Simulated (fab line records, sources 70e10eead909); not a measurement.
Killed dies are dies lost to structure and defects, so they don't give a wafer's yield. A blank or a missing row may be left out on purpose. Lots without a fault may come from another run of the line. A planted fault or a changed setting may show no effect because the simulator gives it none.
fab line records | flow nand_harc
record lots=5 wafers=15 last_day=22
route steps=1159 shown P_ZERO_WELL@6
lots that met no fault: from a run of the same line without faults
start_h: hours from the record's first day to the start of the lot's first wafer shown | wait_h: hours since the lot's step before | " the same as in the row above | L1.1+2: a row that stands for several wafers | - no value, or no start given | * or withheld: withheld | < > ~ a bound
route shown NAME@n: a module of which the file shows steps, and the number in the route of the first | usual: mean/standard deviation of fault-free wafers | same: alike in all rows | chamber/n: place in a boat | sites: the reading at each site | _std_site: their standard deviation | _edge_site: outer sites' mean less inner sites' | radius_mm: how far each site lies from the wafer's centre | mask NAME#n: copy n | behind: the tool/chamber that last shaped the wafer | hold: why the lot was held/for how many hours/how that ended | device: the transistor (n, p or np) that didn't switch | end of line: the same wafers' tests at the end of the route | a step without rows: its recipe alone | killed: dies lost to structure and defects at the first sort, not the wafer's yield | map: a wafer's dies, x killed, . not, _ none there
set.NAME: the setting as run; set.NAME@STEP: as run at that earlier step | model.NAME: the simulator's own value behind a step, which no gauge read
lots at some steps of the route; a table a step, a row a wafer
services: from which hour (start_h, from the record's first day; less than 0 if before it) a tool's chamber was out of use, for how many hours, and why
## steps
# step NHARC_P_ZERO_WELL_HMDS_04
# recipe time_s=30
# columns lot.wafer tool chamber start_h wait_h
L074.1+2+6 litho_track-07 0 - -
L077.3+4+5 litho_track-07 0 - -
L082.3+5+6 litho_track-07 0 - -
L087.1+3+6 litho_track-05 0 - -
L089.2+5+6 litho_track-05 0 - -
# step NHARC_P_ZERO_WELL_COAT_64
# recipe temp_c=200 time_s=65
# usual plate_temp_C=199.97/0.17
# columns lot.wafer tool chamber start_h wait_h plate_temp_C
L074.1 litho_track-07 0 - - 199.94
L074.2 " 0 " " 200.05
L074.6 " 0 " " 199.85
L077.3 litho_track-07 0 - - 199.97
L077.4 " 0 " " 199.84
L077.5 " 0 " " 199.69
L082.3 litho_track-07 0 - - 200.11
L082.5 " 0 " " 199.94
L082.6 " 0 " " 200.10
L087.1 litho_track-05 0 - - 200.23
L087.3 " 0 " " 200.04
L087.6 " 0 " " 200.07
L089.2 litho_track-05 0 - - 199.94
L089.5 " 0 " " 199.91
L089.6 " 0 " " 199.89
# step NHARC_P_ZERO_WELL_COAT_05
# recipe spin_rpm=2000 resist_thk_nm=600
# columns lot.wafer tool chamber start_h wait_h
L074.1+2+6 litho_track-07 0 - -
L077.3+4+5 litho_track-07 0 - -
L082.3+5+6 litho_track-07 0 - -
L087.1+3+6 litho_track-05 0 - -
L089.2+5+6 litho_track-05 0 - -
# step NHARC_P_ZERO_WELL_SOFTBAKE_06
# recipe temp_c=125 time_s=70
# usual plate_temp_C=125.00/0.13
# columns lot.wafer tool chamber start_h wait_h plate_temp_C
L074.1 litho_track-07 0 - - 124.85
L074.2 " 0 " " 124.93
L074.6 " 0 " " 125.34
L077.3 litho_track-07 0 - - 125.12
L077.4 " 0 " " 124.92
L077.5 " 0 " " 124.83
L082.3 litho_track-07 0 - - 125.00
L082.5 " 0 " " 125.01
L082.6 " 0 " " 124.94
L087.1 litho_track-05 0 - - 124.94
L087.3 " 0 " " 125.03
L087.6 " 0 " " 125.02
L089.2 litho_track-05 0 - - 124.94
L089.5 " 0 " " 124.84
L089.6 " 0 " " 124.76
# step NHARC_P_ZERO_WELL_EBR_07
# columns lot.wafer tool chamber start_h wait_h
L074.1+2+6 litho_track-07 0 - -
L077.3+4+5 litho_track-07 0 - -
L082.3+5+6 litho_track-07 0 - -
L087.1+3+6 litho_track-05 0 - -
L089.2+5+6 litho_track-05 0 - -
# step NHARC_P_ZERO_WELL_EXPOSE_08
# recipe na=0.55 target_cd_nm=500 dose_mj=33.8 mask_id=P_ZERO
# columns lot.wafer tool chamber start_h wait_h mask
L074.1+2+6 krf_scanner-03 0 13.08 - P_ZERO#0
L077.3+4+5 krf_scanner-03 0 31.10 - P_ZERO#0
L082.3+5+6 krf_scanner-03 0 61.11 - P_ZERO#0
L087.1+3+6 krf_scanner-01 0 91.10 - P_ZERO#0
L089.2+5+6 krf_scanner-02 0 102.99 - P_ZERO#0
# step NHARC_P_ZERO_WELL_PEB_09
# recipe peb_temp_c=128 peb_time_s=80
# usual plate_temp_C=127.96/0.13
# same peb_time_s=80
# columns lot.wafer tool chamber start_h wait_h plate_temp_C
L074.1 litho_track-03 0 13.15 0.1 128.05
L074.2 " 0 " " 127.96
L074.6 " 0 " " 127.90
L077.3 litho_track-05 0 31.15 0.1 128.12
L077.4 " 0 " " 127.95
L077.5 " 0 " " 127.98
L082.3 litho_track-07 0 61.16 0.1 128.14
L082.5 " 0 " " 128.14
L082.6 " 0 " " 128.05
L087.1 litho_track-03 0 91.17 0.1 128.08
L087.3 " 0 " " 128.01
L087.6 " 0 " " 127.96
L089.2 litho_track-05 0 103.05 0.1 128.02
L089.5 " 0 " " 127.84
L089.6 " 0 " " 127.86
# step NHARC_P_ZERO_WELL_DEVELOP_10
# recipe time_s=50 dev_temp_c=22
# columns lot.wafer tool chamber start_h wait_h
L074.1+2+6 litho_track-03 0 - -
L077.3+4+5 litho_track-05 0 - -
L082.3+5+6 litho_track-07 0 - -
L087.1+3+6 litho_track-03 0 - -
L089.2+5+6 litho_track-05 0 - -
# step NHARC_P_ZERO_WELL_CD_MEAS_11
# recipe target_cd_nm=500 landing_energy_ev=500
# usual cd_nm=499.9/2.1
# columns lot.wafer tool chamber start_h wait_h cd_nm
L074.1 cd_sem-01 0 13.23 - 499.5
L074.2 " 0 " " 498.0
L074.6 " 0 " " 499.1
L077.3 cd_sem-03 0 31.24 - 503.6
L077.4 " 0 " " 502.6
L077.5 " 0 " " 505.2
L082.3 cd_sem-03 0 61.25 - 498.9
L082.5 " 0 " " 498.3
L082.6 " 0 " " 495.6
L087.1 cd_sem-01 0 91.25 - 499.3
L087.3 " 0 " " 500.4
L087.6 " 0 " " 499.1
L089.2 cd_sem-01 0 103.14 - 500.9
L089.5 " 0 " " 500.3
L089.6 " 0 " " 501.4
# step NHARC_P_ZERO_WELL_HARDBAKE_12
# recipe temp_c=118 time_s=65
# usual plate_temp_C=118.03/0.14
# columns lot.wafer tool chamber start_h wait_h plate_temp_C
L074.1 litho_track-07 0 13.31 - 118.07
L074.2 " 0 " " 117.98
L074.6 " 0 " " 118.16
L077.3 litho_track-05 0 31.32 - 117.93
L077.4 " 0 " " 118.10
L077.5 " 0 " " 118.33
L082.3 litho_track-07 0 61.33 - 118.28
L082.5 " 0 " " 118.31
L082.6 " 0 " " 118.19
L087.1 litho_track-05 0 91.33 - 118.01
L087.3 " 0 " " 117.85
L087.6 " 0 " " 117.87
L089.2 litho_track-07 0 103.22 - 117.93
L089.5 " 0 " " 118.05
L089.6 " 0 " " 118.12
# step NHARC_P_ZERO_WELL_DESCUM_13
# recipe time_s=3 o2_flow_sccm=200 ar_flow_sccm=0 bias_power_w=0 chemistry=O2
# usual chamber_pressure_mTorr=60.00/0.055 drypump_motor_current_A=5.5/0.39 o2_flow_sccm=200.0/0.57 oes_product_au=0.994/0.01 rf_vpp_V=57.8/0.91 showerhead_plenum_p_Torr=1.91/0.07 throttle_valve_pct=11.311/0.0089
# columns lot.wafer tool chamber start_h wait_h chamber_pressure_mTorr drypump_motor_current_A o2_flow_sccm oes_product_au rf_hours_counter_h rf_vpp_V showerhead_plenum_p_Torr throttle_valve_pct
L074.1 rie_diel-03 2 13.39 - 59.99 5.4 198.6 0.989 12 57.8 1.78 11.321
L074.2 " 0 " " 59.96 5.2 200.5 0.991 11 58.0 1.92 11.306
L074.6 " 0 " " 59.95 5.2 200.7 0.997 - 56.6 1.92 11.321
L077.3 rie_diel-13 0 31.41 - 60.00 5.7 198.8 1.018 7 58.1 1.99 11.314
L077.4 " 1 " " 59.96 5.9 201.3 1.001 7 57.0 1.92 11.311
L077.5 " 2 " " 60.04 4.9 199.5 1.001 - 56.0 1.85 11.299
L082.3 rie_diel-05 3 61.42 - 59.91 5.8 200.2 0.993 6 59.2 1.92 11.312
L082.5 " 2 " " 60.03 5.4 200.5 0.991 - 58.2 1.95 11.303
L082.6 " 3 " " 59.98 5.8 199.9 1.000 - 58.4 1.92 11.295
L087.3 rie_diel-13 0 91.42 - 60.03 5.7 199.6 1.016 11 57.3 1.99 11.308
L087.1 " 1 " " 59.94 5.9 200.2 0.992 11 57.4 1.92 11.320
L087.6 " 1 " " 60.01 5.9 201.0 0.982 - 57.1 1.92 11.315
L089.2 rie_diel-05 1 103.31 - 60.01 5.1 201.3 0.996 9 59.7 1.97 11.306
L089.6 " 3 " " 60.01 5.8 199.7 1.015 - 57.1 1.92 11.314
L089.5 " 0 " " 60.04 5.8 200.0 1.013 - 57.9 1.93 11.323
# step NHARC_P_ZERO_WELL_ETCH_65
# recipe target_depth_a=800 overetch_a=240 time_s=87.88 ion_energy_ev=200 n2_flow_sccm=150 h2_flow_sccm=150 ar_flow_sccm=0 rf_w=400 bias_w=150 chemistry=N2/H2
# usual chamber_pressure_mTorr=30.001/0.028 drypump_motor_current_A=5.4/0.38 oes_product_au=0.994/0.011 rf_vpp_V=430.6/2.3 showerhead_plenum_p_Torr=2.04/0.076 throttle_valve_pct=14.170/0.0095
# columns lot.wafer tool chamber start_h wait_h chamber_pressure_mTorr drypump_motor_current_A oes_product_au rf_hours_counter_h rf_vpp_V showerhead_plenum_p_Torr throttle_valve_pct
L074.2 rie_diel-03 2 13.50 0.1 30.014 5.4 0.999 12 426.4 1.90 14.157
L074.1 " 0 " " 29.997 5.2 0.997 11 430.7 2.04 14.154
L074.6 " 0 " " 30.000 5.2 0.999 - 431.5 2.04 14.169
L077.3 rie_diel-13 0 31.48 0.1 29.992 5.8 1.001 7 434.2 2.12 14.166
L077.4 " 3 " " 29.993 5.8 0.993 8 431.3 2.09 14.157
L077.5 " 0 " " 29.996 5.8 0.998 - 432.5 2.12 14.161
L082.3 rie_diel-05 3 61.51 0.1 30.034 5.8 0.997 6 431.5 2.05 14.176
L082.6 " 3 " " 30.017 5.8 0.997 - 430.4 2.05 14.171
L082.5 " 1 " " 30.020 5.1 1.002 - 432.7 2.10 14.168
L087.1 rie_diel-13 0 91.51 0.1 29.949 5.7 1.001 11 431.9 2.12 14.181
L087.3 " 0 " " 30.055 5.7 0.999 - 433.2 2.12 14.172
L087.6 " 3 " " 30.052 5.8 0.995 - 431.1 2.09 14.158
L089.2 rie_diel-05 3 103.40 0.1 29.969 5.8 1.001 9 430.7 2.05 14.172
L089.6 " 0 " " 30.019 5.8 0.997 - 431.9 2.06 14.162
L089.5 " 1 " " 29.998 5.1 0.991 - 431.0 2.10 14.182
# step NHARC_P_ZERO_WELL_ETCH_62
# recipe target_depth_a=130 time_s=6.5 chf3_flow_sccm=50 ar_flow_sccm=200 rf_w=500 bias_w=200 chemistry=CHF3/Ar
# usual chamber_pressure_mTorr=25.000/0.022 drypump_motor_current_A=5.4/0.39 oes_product_au=0.955/0.017 rf_vpp_V=370.6/1.9 showerhead_plenum_p_Torr=2.35/0.08 throttle_valve_pct=20.216/0.0096
# columns lot.wafer tool chamber start_h wait_h chamber_pressure_mTorr drypump_motor_current_A oes_product_au rf_hours_counter_h rf_vpp_V showerhead_plenum_p_Torr throttle_valve_pct
L074.1 rie_diel-03 2 - - 25.000 5.4 0.970 12 368.8 2.19 20.224
L074.2 " 1 " " 24.996 5.9 0.953 12 373.5 2.47 20.220
L074.6 " 0 " " 25.029 5.2 0.970 - 370.5 2.35 20.228
L077.4 rie_diel-13 3 - - 25.027 5.8 0.953 8 372.2 2.40 20.201
L077.3 " 0 " " 25.002 5.7 0.973 7 373.2 2.43 20.211
L077.5 " 2 " " 25.016 4.9 0.953 - 367.3 2.26 20.213
L082.3 rie_diel-05 2 - - 24.998 5.4 0.967 6 371.5 2.38 20.216
L082.6 " 3 " " 24.990 5.8 0.949 - 370.0 2.35 20.201
L082.5 " 2 " " 25.027 5.4 0.953 - 371.3 2.38 20.221
L087.1 rie_diel-13 3 - - 25.004 5.8 0.967 13 373.1 2.40 20.215
L087.3 " 0 " " 24.985 5.7 0.970 - 371.0 2.43 20.216
L087.6 " 3 " " 25.029 5.8 0.960 - 371.6 2.40 20.225
L089.2 rie_diel-05 0 - - 24.988 5.8 0.961 1 370.7 2.36 20.214
L089.6 " 2 " " 25.013 5.4 0.968 - 370.3 2.38 20.206
L089.5 " 3 " " 24.996 5.8 0.970 - 371.6 2.35 20.232
# step NHARC_P_ZERO_WELL_ETCH_63
# recipe target_depth_a=1200 time_s=40.1 hbr_flow_sccm=150 cl2_flow_sccm=50 rf_w=400 icp_w=400 bias_w=100 chemistry=HBr/Cl2
# usual chamber_pressure_mTorr=14.999/0.015 drypump_motor_current_A=6.0/0.52 oes_product_au=1.000/0.0095 throttle_valve_pct=26.406/0.01
# columns lot.wafer tool chamber start_h wait_h chamber_pressure_mTorr drypump_motor_current_A oes_product_au rf_hours_counter_h throttle_valve_pct
L074.2 rie_si-01 1 13.68 - 14.984 6.5 0.996 0.4 26.415
L074.1 " 3 " " 14.998 5.7 1.000 0.5 26.402
L074.6 " 1 " " 14.998 6.4 0.991 - 26.413
L077.4 rie_si-06 0 31.66 - 15.012 6.2 0.996 0.2 26.407
L077.3 " 1 " " 14.984 6.5 1.008 0.1 26.399
L077.5 " 3 " " 15.010 6.0 1.018 - 26.411
L082.3 rie_si-02 1 61.71 - 14.994 6.5 0.999 0.2 26.419
L082.5 " 0 " " 15.000 5.9 1.001 - 26.431
L082.6 " 1 " " 14.986 6.6 0.984 - 26.402
L087.1 rie_si-01 3 91.75 - 15.008 5.7 0.992 1.2 26.408
L087.3 " 1 " " 14.994 6.4 0.999 1.0 26.397
L087.6 " 3 " " 14.996 5.7 1.004 - 26.400
L089.2 rie_si-02 0 103.57 - 14.978 5.9 1.000 0.7 26.414
L089.6 " 3 " " 15.014 5.8 0.989 - 26.411
L089.5 " 0 " " 14.989 5.9 0.999 - 26.405
# step NHARC_P_ZERO_WELL_STRIP_15
# recipe time_s=900 temp_c=130 chemistry=SPM
# columns lot.wafer tool chamber start_h wait_h
L074.6+2+1 wet_bench-04 3,4,5 13.84 -
L077.4+3+5 wet_bench-04 3,4,0 31.80 -
L082.6+3+5 wet_bench-01 1,2,4 61.88 -
L087.1+3+6 wet_bench-01 6,7,0 91.90 -
L089.2+5+6 wet_bench-01 3,4,6 103.71 -
# step NHARC_P_ZERO_WELL_DEHYDRATE_16
# recipe temp_c=150 time_s=120
# usual plate_temp_C=150.01/0.15
# columns lot.wafer tool chamber start_h wait_h plate_temp_C
L074.1 litho_track-03 0 14.18 - 149.81
L074.2 " 0 " " 149.90
L074.6 " 0 " " 149.75
L077.3 litho_track-07 0 32.15 - 149.83
L077.4 " 0 " " 150.09
L077.5 " 0 " " 150.06
L082.3 litho_track-07 0 62.22 - 149.94
L082.5 " 0 " " 150.19
L082.6 " 0 " " 149.87
L087.1 litho_track-03 0 92.24 - 149.93
L087.3 " 0 " " 150.07
L087.6 " 0 " " 149.98
L089.2 litho_track-05 0 104.05 - 149.95
L089.5 " 0 " " 149.86
L089.6 " 0 " " 149.70
# step NHARC_P_ZERO_WELL_HMDS_17
# recipe time_s=30
# columns lot.wafer tool chamber start_h wait_h
L074.1+2+6 litho_track-03 0 - -
L077.3+4+5 litho_track-07 0 - -
L082.3+5+6 litho_track-07 0 - -
L087.1+3+6 litho_track-03 0 - -
L089.2+5+6 litho_track-05 0 - -
# step NHARC_P_ZERO_WELL_COAT_18
# recipe spin_rpm=withheld
# columns lot.wafer tool chamber start_h wait_h
L074.1+2+6 litho_track-03 0 - -
L077.3+4+5 litho_track-07 0 - -
L082.3+5+6 litho_track-07 0 - -
L087.1+3+6 litho_track-03 0 - -
L089.2+5+6 litho_track-05 0 - -
# step NHARC_P_ZERO_WELL_SOFTBAKE_19
# recipe temp_c=122 time_s=95
# usual plate_temp_C=121.97/0.14
# columns lot.wafer tool chamber start_h wait_h plate_temp_C
L074.1 litho_track-03 0 - - 121.68
L074.2 " 0 " " 121.91
L074.6 " 0 " " 121.90
L077.3 litho_track-07 0 - - 122.11
L077.4 " 0 " " 121.98
L077.5 " 0 " " 122.05
L082.3 litho_track-07 0 - - 122.08
L082.5 " 0 " " 122.01
L082.6 " 0 " " 122.03
L087.1 litho_track-03 0 - - 121.89
L087.3 " 0 " " 121.83
L087.6 " 0 " " 121.80
L089.2 litho_track-05 0 - - 121.70
L089.5 " 0 " " 121.94
L089.6 " 0 " " 121.81
# step NHARC_P_ZERO_WELL_EBR_20
# columns lot.wafer tool chamber start_h wait_h
L074.1+2+6 litho_track-03 0 - -
L077.3+4+5 litho_track-07 0 - -
L082.3+5+6 litho_track-07 0 - -
L087.1+3+6 litho_track-03 0 - -
L089.2+5+6 litho_track-05 0 - -
# step NHARC_P_ZERO_WELL_EXPOSE_21
# recipe na=0.6 target_cd_nm=720 dose_mj=22.31 mask_id=P_NWELL
# columns lot.wafer tool chamber start_h wait_h mask
L074.1+2+6 krf_scanner-02 0 14.33 - P_NWELL#0
L077.3+4+5 krf_scanner-03 0 32.43 - P_NWELL#0
L082.3+5+6 krf_scanner-01 0 62.50 - P_NWELL#0
L087.1+3+6 krf_scanner-01 0 92.51 - P_NWELL#0
L089.2+5+6 krf_scanner-01 0 104.33 - P_NWELL#0
# step NHARC_P_ZERO_WELL_PEB_22
# recipe peb_temp_c=118 peb_time_s=85
# usual plate_temp_C=117.98/0.14
# same peb_time_s=85
# columns lot.wafer tool chamber start_h wait_h plate_temp_C
L074.1 litho_track-03 0 14.40 0.1 118.05
L074.2 " 0 " " 118.05
L074.6 " 0 " " 117.99
L077.3 litho_track-03 0 32.49 0.1 118.19
L077.4 " 0 " " 118.00
L077.5 " 0 " " 117.82
L082.3 litho_track-07 0 62.55 0.1 118.02
L082.5 " 0 " " 118.01
L082.6 " 0 " " 118.03
L087.1 litho_track-05 0 92.57 0.1 117.86
L087.3 " 0 " " 117.89
L087.6 " 0 " " 117.85
L089.2 litho_track-05 0 104.39 0.1 117.72
L089.5 " 0 " " 117.87
L089.6 " 0 " " 117.76
# step NHARC_P_ZERO_WELL_DEVELOP_23
# recipe time_s=70
# columns lot.wafer tool chamber start_h wait_h
L074.1+2+6 litho_track-03 0 - -
L077.3+4+5 litho_track-03 0 - -
L082.3+5+6 litho_track-07 0 - -
L087.1+3+6 litho_track-05 0 - -
L089.2+5+6 litho_track-05 0 - -
# step NHARC_P_ZERO_WELL_CD_MEAS_24
# recipe target_cd_nm=720 landing_energy_ev=500
# usual cd_nm=719.6/1.8
# columns lot.wafer tool chamber start_h wait_h cd_nm
L074.1 cd_sem-03 0 14.49 - 719.4
L074.2 " 0 " " 718.5
L074.6 " 0 " " 719.6
L077.3 cd_sem-02 0 32.59 - 720.5
L077.4 " 0 " " 719.5
L077.5 " 0 " " 719.2
L082.3 cd_sem-03 0 62.65 - 715.6
L082.5 " 0 " " 715.1
L082.6 " 0 " " 718.1
L087.1 cd_sem-01 0 92.66 - 721.8
L087.3 " 0 " " 719.6
L087.6 " 0 " " 720.0
L089.2 cd_sem-01 0 104.48 - 718.9
L089.5 " 0 " " 714.6
L089.6 " 0 " " 717.6
# step NHARC_P_ZERO_WELL_HARDBAKE_25
# recipe temp_c=125 time_s=80
# usual plate_temp_C=125.03/0.13
# columns lot.wafer tool chamber start_h wait_h plate_temp_C
L074.1 litho_track-05 0 14.57 - 125.16
L074.2 " 0 " " 125.02
L074.6 " 0 " " 124.70
L077.3 litho_track-07 0 32.67 - 125.04
L077.4 " 0 " " 124.89
L077.5 " 0 " " 125.09
L082.3 litho_track-07 0 62.73 - 124.87
L082.5 " 0 " " 124.97
L082.6 " 0 " " 125.14
L087.1 litho_track-05 0 92.74 - 125.13
L087.3 " 0 " " 125.06
L087.6 " 0 " " 124.97
L089.2 litho_track-03 0 104.56 - 125.05
L089.5 " 0 " " 124.98
L089.6 " 0 " " 125.11
# step NHARC_P_ZERO_WELL_DESCUM_26
# recipe time_s=3 o2_flow_sccm=200 ar_flow_sccm=0 bias_power_w=0 chemistry=O2
# usual chamber_pressure_mTorr=60.00/0.052 drypump_motor_current_A=5.5/0.37 o2_flow_sccm=200.0/0.63 oes_product_au=0.995/0.0099 rf_vpp_V=57.8/0.89 showerhead_plenum_p_Torr=1.92/0.067 throttle_valve_pct=11.312/0.0093
# columns lot.wafer tool chamber start_h wait_h chamber_pressure_mTorr drypump_motor_current_A o2_flow_sccm oes_product_au rf_hours_counter_h rf_vpp_V showerhead_plenum_p_Torr throttle_valve_pct
L074.1 rie_diel-03 2 14.66 - 59.97 5.4 198.6 1.003 12 55.5 1.78 11.306
L074.2 " 0 " " 60.04 5.2 199.1 1.002 11 57.1 1.92 11.295
L074.6 " 2 " " 60.01 5.4 197.8 1.006 - 58.3 1.78 11.325
L077.3 rie_diel-03 0 32.75 - 60.05 5.2 200.1 0.994 12 58.6 1.92 11.312
L077.4 " 2 " " 59.90 5.4 200.7 0.998 14 57.6 1.78 11.301
L077.5 " 3 " " 60.08 4.8 198.8 0.983 - 56.8 1.86 11.305
L082.3 rie_diel-03 1 62.84 - 59.99 5.9 200.2 1.010 0 58.1 2.02 11.309
L082.5 " 2 " " 60.10 5.4 199.7 0.983 - 57.8 1.78 11.308
L082.6 " 3 " " 60.03 4.8 199.7 0.990 - 55.2 1.86 11.315
L087.3 rie_diel-05 2 92.82 - 59.99 5.4 201.1 0.994 9 58.9 1.95 11.304
L087.1 " 3 " " 60.01 5.8 200.0 0.998 9 58.5 1.92 11.295
L087.6 " 2 " " 59.98 5.4 200.1 0.991 - 59.3 1.95 11.329
L089.2 rie_diel-05 3 104.65 - 60.00 5.8 200.0 0.999 9 55.9 1.92 11.324
L089.5 " 2 " " 59.96 5.4 200.4 0.990 - 58.3 1.95 11.301
L089.6 " 3 " " 60.03 5.8 200.5 0.996 - 57.6 1.92 11.304
# step NHARC_P_ZERO_WELL_IMPLANT_27
# recipe energy_kev=600 dose_cm2=1e+13 tilt_deg=7
# columns lot.wafer tool chamber start_h wait_h
L074.1+2+6 implanter-02 0 14.82 0.1
L077.3+4+5 implanter-02 0 32.95 0.2
L082.3+5+6 implanter-01 0 63.02 0.2
L087.1+3+6 implanter-01 0 92.97 0.1
L089.2+5+6 implanter-02 0 104.82 0.2
# step NHARC_P_ZERO_WELL_IMPLANT_57
# recipe energy_kev=250 dose_cm2=4e+12 tilt_deg=7
# columns lot.wafer tool chamber start_h wait_h
L074.1+2+6 implanter-02 0 15.00 0.1
L077.3+4+5 implanter-02 0 33.13 0.2
L082.3+5+6 implanter-01 0 63.20 0.2
L087.1+3+6 implanter-01 0 93.15 0.1
L089.2+5+6 implanter-02 0 105.00 0.2
# step NHARC_P_ZERO_WELL_IMPLANT_58
# recipe energy_kev=100 dose_cm2=2e+12 tilt_deg=7
# columns lot.wafer tool chamber start_h wait_h
L074.1+2+6 implanter-02 0 15.18 0.2
L077.3+4+5 implanter-02 0 33.31 0.2
L082.3+5+6 implanter-01 0 63.39 0.2
L087.1+3+6 implanter-01 0 93.33 0.1
L089.2+5+6 implanter-02 0 105.18 0.2
# step NHARC_P_ZERO_WELL_STRIP_28
# recipe time_s=840 temp_c=130 chemistry=SPM
# columns lot.wafer tool chamber start_h wait_h
L074.1+2+6 wet_bench-04 0,1,2 15.40 0.2
L077.4+5+3 wet_bench-01 2,5,7 33.47 0.1
L082.6+3+5 wet_bench-01 1,5,6 63.54 0.0
L087.6+3+1 wet_bench-01 3,4,0 93.55 0.0
L089.5+6+2 wet_bench-01 2,3,4 105.39 0.1
# step NHARC_P_ZERO_WELL_DEHYDRATE_29
# recipe temp_c=150 time_s=120
# usual plate_temp_C=150.00/0.14
# columns lot.wafer tool chamber start_h wait_h plate_temp_C
L074.1 litho_track-03 0 15.73 - 149.85
L074.2 " 0 " " 149.79
L074.6 " 0 " " 150.15
L077.3 litho_track-07 0 33.80 - 150.05
L077.4 " 0 " " 150.14
L077.5 " 0 " " 150.15
L082.3 litho_track-07 0 63.89 - 150.23
L082.5 " 0 " " 150.15
L082.6 " 0 " " 150.12
L087.1 litho_track-03 0 93.88 - 150.19
L087.3 " 0 " " 150.07
L087.6 " 0 " " 150.07
L089.2 litho_track-07 0 105.70 - 150.02
L089.5 " 0 " " 149.99
L089.6 " 0 " " 150.10
# step NHARC_P_ZERO_WELL_HMDS_30
# recipe time_s=30
# columns lot.wafer tool chamber start_h wait_h
L074.1+2+6 litho_track-03 0 - -
L077.3+4+5 litho_track-07 0 - -
L082.3+5+6 litho_track-07 0 - -
L087.1+3+6 litho_track-03 0 - -
L089.2+5+6 litho_track-07 0 - -
# step NHARC_P_ZERO_WELL_COAT_31
# recipe spin_rpm=withheld
# columns lot.wafer tool chamber start_h wait_h
L074.1+2+6 litho_track-03 0 - -
L077.3+4+5 litho_track-07 0 - -
L082.3+5+6 litho_track-07 0 - -
L087.1+3+6 litho_track-03 0 - -
L089.2+5+6 litho_track-07 0 - -
# step NHARC_P_ZERO_WELL_SOFTBAKE_32
# recipe temp_c=122 time_s=95
# usual plate_temp_C=122.00/0.15
# columns lot.wafer tool chamber start_h wait_h plate_temp_C
L074.1 litho_track-03 0 - - 121.85
L074.2 " 0 " " 121.99
L074.6 " 0 " " 121.87
L077.3 litho_track-07 0 - - 122.10
L077.4 " 0 " " 122.26
L077.5 " 0 " " 122.13
L082.3 litho_track-07 0 - - 122.02
L082.5 " 0 " " 122.16
L082.6 " 0 " " 122.15
L087.1 litho_track-03 0 - - 122.17
L087.3 " 0 " " 122.05
L087.6 " 0 " " 122.32
L089.2 litho_track-07 0 - - 122.09
L089.5 " 0 " " 122.14
L089.6 " 0 " " 122.34
# step NHARC_P_ZERO_WELL_EBR_33
# columns lot.wafer tool chamber start_h wait_h
L074.1+2+6 litho_track-03 0 - -
L077.3+4+5 litho_track-07 0 - -
L082.3+5+6 litho_track-07 0 - -
L087.1+3+6 litho_track-03 0 - -
L089.2+5+6 litho_track-07 0 - -
# step NHARC_P_ZERO_WELL_EXPOSE_34
# recipe na=0.6 target_cd_nm=720 dose_mj=22.31 mask_id=P_PWELL
# columns lot.wafer tool chamber start_h wait_h mask
L074.1+2+6 krf_scanner-01 0 16.00 - P_PWELL#0
L077.3+4+5 krf_scanner-03 0 34.08 - P_PWELL#0
L082.3+5+6 krf_scanner-02 0 64.04 - P_PWELL#0
L087.1+3+6 krf_scanner-03 0 94.02 - P_PWELL#0
L089.2+5+6 krf_scanner-02 0 105.97 - P_PWELL#0
# step NHARC_P_ZERO_WELL_PEB_35
# recipe peb_temp_c=118 peb_time_s=85
# usual plate_temp_C=118.01/0.17
# same peb_time_s=85
# columns lot.wafer tool chamber start_h wait_h plate_temp_C
L074.1 litho_track-03 0 16.07 0.1 117.94
L074.2 " 0 " " 118.05
L074.6 " 0 " " 118.03
L077.3 litho_track-05 0 34.13 0.1 118.13
L077.4 " 0 " " 117.61
L077.5 " 0 " " 117.76
L082.3 litho_track-03 0 64.10 0.1 117.99
L082.5 " 0 " " 117.89
L082.6 " 0 " " 118.12
L087.1 litho_track-07 0 94.09 0.1 118.13
L087.3 " 0 " " 118.21
L087.6 " 0 " " 117.96
L089.2 litho_track-03 0 106.04 0.1 117.74
L089.5 " 0 " " 117.91
L089.6 " 0 " " 117.87
# step NHARC_P_ZERO_WELL_DEVELOP_36
# recipe time_s=70
# columns lot.wafer tool chamber start_h wait_h
L074.1+2+6 litho_track-03 0 - -
L077.3+4+5 litho_track-05 0 - -
L082.3+5+6 litho_track-03 0 - -
L087.1+3+6 litho_track-07 0 - -
L089.2+5+6 litho_track-03 0 - -
# step NHARC_P_ZERO_WELL_CD_MEAS_37
# recipe target_cd_nm=720 landing_energy_ev=500
# usual cd_nm=719.9/1.8
# columns lot.wafer tool chamber start_h wait_h cd_nm
L074.1 cd_sem-01 0 16.16 - 721.1
L074.2 " 0 " " 718.5
L074.6 " 0 " " 720.0
L077.3 cd_sem-01 0 34.23 - 720.4
L077.4 " 0 " " 718.6
L077.5 " 0 " " 721.3
L082.3 cd_sem-02 0 64.19 - 718.5
L082.5 " 0 " " 722.5
L082.6 " 0 " " 721.2
L087.1 cd_sem-03 0 94.18 - 720.8
L087.3 " 0 " " 722.3
L087.6 " 0 " " 719.3
L089.2 cd_sem-03 0 106.14 - 722.0
L089.5 " 0 " " 719.4
L089.6 " 0 " " 721.4
# step NHARC_P_ZERO_WELL_HARDBAKE_38
# recipe temp_c=125 time_s=80
# usual plate_temp_C=124.99/0.15
# columns lot.wafer tool chamber start_h wait_h plate_temp_C
L074.1 litho_track-03 0 16.24 - 124.62
L074.2 " 0 " " 125.07
L074.6 " 0 " " 124.68
L077.3 litho_track-03 0 34.31 - 124.99
L077.4 " 0 " " 125.16
L077.5 " 0 " " 125.03
L082.3 litho_track-07 0 64.27 - 124.99
L082.5 " 0 " " 124.85
L082.6 " 0 " " 125.15
L087.1 litho_track-07 0 94.26 - 124.87
L087.3 " 0 " " 124.99
L087.6 " 0 " " 124.91
L089.2 litho_track-05 0 106.22 - 124.85
L089.5 " 0 " " 124.72
L089.6 " 0 " " 124.69
## services
# columns tool chamber start_h hours kind
rie_diel-05 1 -10.53 2.8 repair
implanter-01 - -5.53 6.7 repair
krf_scanner-03 - -4.00 4.0 pm
krf_scanner-02 - 5.42 0.3 repair
rie_diel-03 3 8.73 7.0 repair
krf_scanner-03 - 10.59 0.2 repair
litho_track-07 - 14.00 7.0 pm
rie_diel-13 2 14.56 1.2 repair
wet_bench-01 - 37.60 8.0 pm
litho_track-03 - 38.00 7.0 pm
krf_scanner-02 - 38.29 4.0 pm
rie_diel-03 - 38.30 9.0 pm
implanter-02 - 51.15 0.5 repair
rie_diel-13 - 56.16 0.4 repair
litho_track-05 - 62.00 7.0 pm
krf_scanner-02 - 68.71 1.9 repair
krf_scanner-01 - 84.00 4.0 pm
implanter-02 - 85.00 13.0 pm
rie_diel-13 2 86.71 7.6 repair
rie_diel-05 - 87.75 0.1 repair
krf_scanner-02 - 91.53 2.4 repair
krf_scanner-01 - 97.70 1.1 repair
rie_diel-13 - 99.00 9.0 pm
krf_scanner-02 - 103.60 0.6 repair
## key
fault none
